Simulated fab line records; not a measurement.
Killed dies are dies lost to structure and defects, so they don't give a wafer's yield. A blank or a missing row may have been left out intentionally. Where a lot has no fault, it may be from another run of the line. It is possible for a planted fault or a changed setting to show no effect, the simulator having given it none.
Code-filled problem report in 8D (eight disciplines) form	flow n5Finfet	the parts of the form that need people (team, actions taken, sign-off) are left out

== 1. THE ISSUE ==
At N5_BEOL_M12_ETCH_68, runLengthS averages 321.8 s over 3 wafers from 3 lots, while fault-free wafers read 308.4 s, standard deviation 0.5. That is +27 standard deviations from the usual mean.
The step: etches SOC in N2/H2, time 285 s.
The first sign was on wafer L466.1 at day 13 17:16, on rieDiel-02. Wafers with a number at this step in the record: 32, from 12 lots. The rule behind "out" and "out of limits": a value lying over 4 standard deviations away from the usual mean. All remaining wafers that have a number are taken as sound.

== 2. WHAT IT IS, WHAT IT ISN'T ==
question	is	is not
which readings at this step	runLengthS	drypumpMotorCurrentA, oesProductAu, rfVppV, showerheadPlenumPTorr, throttleValvePct
which lots	L464, L465, L466	L456, L457, L458, L459, L472, L475, L476, L477, L478
which wafers of those lots	L464.1, L465.5, L466.1	L464.3, L465.2, L466.2
read on which tools	rieDiel-02	rieDiel-03, rieDiel-06
when	from day 13 17:16	up to then (12 sound wafers); but 17 sound wafers of L464, L465, L472, L475, L476, L477, L478 came after

== 3. WHAT RULES OUT EACH SUSPECT ==
Counting: a tool at a process step up to the reading stays a suspect if it ran every lot that is out. Sound lots after the first of them don't rule it out here, since some wafers of a struck lot are sound.
- rieDiel-02 at N5_BEOL_M12_DESCUM_33 (chemistry O2, time 7.9 s): kept. Every lot that is out went through it, the first being L466 (day 13 17:05); the last sound lot it ran before that was L458 (day 11 08:38).
- rieDiel-02 at N5_BEOL_M12_ETCH_68 (etches SOC in N2/H2, time 285 s): kept. Every lot that is out went through it, the first being L466 (day 13 17:16); the last sound lot it ran before that was L458 (day 11 08:49). On those wafers its own readings are out: runLengthS.
- Within rieDiel-02 at N5_BEOL_M12_DESCUM_33: the wafers that are out ran in chambers 2, 3; their sound lot-mates ran in chambers 0, 1.
- Within rieDiel-02 at N5_BEOL_M12_ETCH_68: the wafers that are out ran in chambers 2, 3; their sound lot-mates ran in chambers 0, 1.
Left after counting: rieDiel-02 at N5_BEOL_M12_DESCUM_33, rieDiel-02 at N5_BEOL_M12_ETCH_68.

== 4. THE CAUSE (what the simulator had put in) ==
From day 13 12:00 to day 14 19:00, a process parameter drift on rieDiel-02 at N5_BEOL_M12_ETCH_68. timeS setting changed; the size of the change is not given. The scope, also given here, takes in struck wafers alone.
This tool is one of the 2 suspects left after counting.

== 5. THE EFFECT CHAIN, in route order ==
Each row: a reading where the mean over the struck wafers with a number is more than 3 standard deviations away from the usual. Only readings whose record carries a usual standard deviation are examined. hours: median over the lots of the time between each lot's start at the first step of this table that gives one and its start at this step. sigmas: the change, counted in usual standard deviations.
hours	step	reading	usual	on struck wafers	change	sigmas
0	N5_BEOL_M12_ETCH_68	runLengthS	308.4 s	321.8	+13.4	+27
It contains these process steps:
- N5_BEOL_M12_ETCH_68: etches SOC in N2/H2, time 285 s.

== 6. WHAT WOULD HAVE CAUGHT IT SOONER ==
First out-of-limits reading in this record: day 13 17:16, which is 5 hours after fault onset at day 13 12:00.
